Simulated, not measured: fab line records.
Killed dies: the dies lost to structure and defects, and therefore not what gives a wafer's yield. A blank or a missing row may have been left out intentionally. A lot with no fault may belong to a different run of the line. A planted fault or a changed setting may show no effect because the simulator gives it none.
Which tool is to blame? -- flow n5Finfet -- 12 lots, 36 wafers sampled, at 1 step of a route of 1938

== WHAT THE GAUGES READ, wafer by wafer ==
N5_BEOL_M11_CD_MEAS_35: the cd target is 70 nm.
lot,measured,on,cdNm (nm)
L079,day 11 19:50,cdSem-02,70.9 70.3 70.7
L076,day 11 22:09,cdSem-02,69.9 70.1 69.4
L078,day 12 11:53,cdSem-03,70.3 70.1 70.5
L081,day 13 01:43,cdSem-01,69.7 70.0 70.7
L085,day 14 04:19,cdSem-03,70.4 70.0 70.4
L086,day 15 14:19,cdSem-03,69.7 70.0 69.6
L083,day 16 01:26,cdSem-03,70.4 70.6 71.3
L087,day 16 08:15,cdSem-02,70.1 70.2 70.5
L093,day 17 08:18,cdSem-01,70.7 69.8 70.0
L091,day 17 18:01,cdSem-02,70.2 69.9 70.2
L097,day 18 01:13,cdSem-03,69.2 69.9 69.7
L096,day 18 19:25,cdSem-03,70.0 69.9 69.4

== WHAT TOOL EACH LOT RAN ON (gives the tool, then ch and the chambers of the sampled wafers, and finally the start) ==
The record shows no process step preceding these readings.

== THE ANSWER, worked out from the rows above alone ==
Rule: the usual values come from the lots themselves. The widest of any qualifying gaps counts: lots, ordered by their means at a reading, are off when they make up no more than a third of the lots, leave a main group of 4 or more, and stand apart from it by 3 or more times the standard deviation of that group's means. A main group is skipped when, at the precision printed for the reading in the tables above, its means are all equal. Also off: a lot with no number at a reading for which 4 or more lots have one. All remaining lots with rows at the step are treated as sound.
No lot is off at any reading shown: from this, nothing can be told.

== WHAT HAD BEEN PUT IN BY THE SIMULATOR ==
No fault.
